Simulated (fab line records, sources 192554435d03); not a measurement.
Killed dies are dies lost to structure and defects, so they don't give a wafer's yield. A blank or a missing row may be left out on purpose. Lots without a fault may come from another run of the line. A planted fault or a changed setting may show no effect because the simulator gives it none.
Chamber matching | flow n5_finfet | N5_FIN_SAQP_HM_OPEN_73 on rie_diel-01: 4 sister chambers
The step chemistry CHF3/O2, target SiO2, stops on a-Si, target depth 12 nm, time 16.8 s. 4 wafers are shown with their chamber, then 10 later ones without.

WAFERS WITH THEIR CHAMBER
wafer  | chamber | showerhead_plenum_p_Torr (Torr)
L090.2 | 1       | 2.33
L090.6 | 2       | 2.46
L091.1 | 3       | 2.49
L091.3 | 0       | 2.47

WAFERS WITHOUT THEIR CHAMBER
wafer  | showerhead_plenum_p_Torr (Torr)
L091.6 | 2.33
L092.1 | 2.47
L092.4 | 2.33
L092.5 | 2.46
L093.2 | 2.45
L093.3 | 2.33
L093.6 | 2.47
L097.2 | 2.45
L097.3 | 2.46
L097.5 | 2.46

WHICH CHAMBER EACH WENT THROUGH
wafer  | from the rows above | in truth
L091.6 | 1                   | 1
L092.1 | 0                   | 0
L092.4 | 1                   | 1
L092.5 | 2                   | 2
L093.2 | 2                   | 2
L093.3 | 1                   | 1
L093.6 | 0                   | 0
L097.2 | 2                   | 2
L097.3 | 2                   | 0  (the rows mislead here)
L097.5 | 2                   | 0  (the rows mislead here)
Placed correctly: 8 of 10. Can't be placed from these rows: 0. Placed wrongly: 2.
How it was worked out, from the rows above alone: a wafer's distance from a chamber is the root of the sum, over the readings, of the square of ((its reading less the chamber's mean) divided by the reading's scatter). The wafer belongs to the nearest chamber; if the next one is less than 2 further off, it can't be placed. A chamber's mean is the mean of its shown wafers. The scatter: with one shown wafer a chamber, the root of the mean of the squares of how far each hidden wafer lies from its nearest shown one.
